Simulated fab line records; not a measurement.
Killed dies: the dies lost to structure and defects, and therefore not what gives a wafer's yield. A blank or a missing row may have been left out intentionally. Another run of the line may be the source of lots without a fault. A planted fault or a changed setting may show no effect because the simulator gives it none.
What tool caused it? / flow nand-harc / 6 lots with 18 wafers sampled at 3 steps, on a route of 1302 steps

== WHAT THE GAUGES SHOWED, per wafer ==
NHARC_A_CHANNEL_HOLE_D1_INSPECT_40.
lot=L757; measured=day 9 03:19; on=defect-inspect-02; raw-defect-count=56 82 48
lot=L759; measured=day 10 07:40; on=defect-inspect-02; raw-defect-count=23 46 31
lot=L762; measured=day 11 07:19; on=defect-inspect-02; raw-defect-count=46 65 58
lot=L767; measured=day 13 05:52; on=defect-inspect-01; raw-defect-count=52 53 43
lot=L770; measured=day 14 18:22; on=defect-inspect-01; raw-defect-count=81 83 77
lot=L773; measured=day 16 03:47; on=defect-inspect-01; raw-defect-count=419 444 99

== EACH LOT AND THE TOOL THAT RAN IT (in order: tool; ch and the chambers of the sampled wafers; start) ==
lot=L757; NHARC_A_CHANNEL_HOLE_D1_DEP_01=pecvd-01 ch 0,2, day 8 19:29; NHARC_A_CHANNEL_HOLE_D1_ETCH_22=har-etch-01 ch 1, day 8 22:32
lot=L759; NHARC_A_CHANNEL_HOLE_D1_DEP_01=pecvd-02 ch 0,1, day 9 23:45; NHARC_A_CHANNEL_HOLE_D1_ETCH_22=har-etch-01 ch 0,1, day 10 02:47
lot=L762; NHARC_A_CHANNEL_HOLE_D1_DEP_01=pecvd-04 ch 0,1,2, day 10 23:34; NHARC_A_CHANNEL_HOLE_D1_ETCH_22=har-etch-01 ch 0,1, day 11 02:36
lot=L767; NHARC_A_CHANNEL_HOLE_D1_DEP_01=pecvd-01 ch 0,1,2, day 12 22:01; NHARC_A_CHANNEL_HOLE_D1_ETCH_22=har-etch-01 ch 0,1, day 13 00:58
lot=L770; NHARC_A_CHANNEL_HOLE_D1_DEP_01=pecvd-02 ch 0,1, day 14 10:29; NHARC_A_CHANNEL_HOLE_D1_ETCH_22=har-etch-02 ch 1, day 14 13:31
lot=L773; NHARC_A_CHANNEL_HOLE_D1_DEP_01=pecvd-01 ch 0,1,2, day 15 15:10; NHARC_A_CHANNEL_HOLE_D1_ETCH_22=har-etch-02 ch 0,1, day 15 22:58
- NHARC_A_CHANNEL_HOLE_D1_DEP_01: deposits SiON, target thk 140 nm.
- NHARC_A_CHANNEL_HOLE_D1_ETCH_22: etches the open film in C4F8/O2/Ar, time 666.7 s, target depth 1600 nm.

== THE ANSWER, worked out from the rows above alone ==
Rule: usual is defined by the lots themselves. Put in order of their means at a reading, lots are off if they are a third of the lots or fewer, leave a main group of 4 or more, and stand apart from it by a gap of 3 or more times the standard deviation of the main group's means; of several such gaps the widest counts. A main group whose means are all the same, to the digits that the tables above print for the reading, isn't used. Also off: a lot with no number at a reading for which 4 or more lots have one. The other lots that the step has rows for count as sound.
Off: L773, at NHARC_A_CHANNEL_HOLE_D1_INSPECT_40 (raw-defect-count). Mean 56 and standard deviation 15 in the main group.
If a tool, at a process step before that reading, ran all the lots that are off and no sound lot after the first of them, it fits. Those tools and the gauges at NHARC_A_CHANNEL_HOLE_D1_INSPECT_40 are tried in the same way. Can't be told from this: 3 tools fit, pecvd-01 at NHARC_A_CHANNEL_HOLE_D1_DEP_01, har-etch-02 at NHARC_A_CHANNEL_HOLE_D1_ETCH_22, defect-inspect-01 at NHARC_A_CHANNEL_HOLE_D1_INSPECT_40.

== WHAT THE SIMULATOR HAD PUT IN ==
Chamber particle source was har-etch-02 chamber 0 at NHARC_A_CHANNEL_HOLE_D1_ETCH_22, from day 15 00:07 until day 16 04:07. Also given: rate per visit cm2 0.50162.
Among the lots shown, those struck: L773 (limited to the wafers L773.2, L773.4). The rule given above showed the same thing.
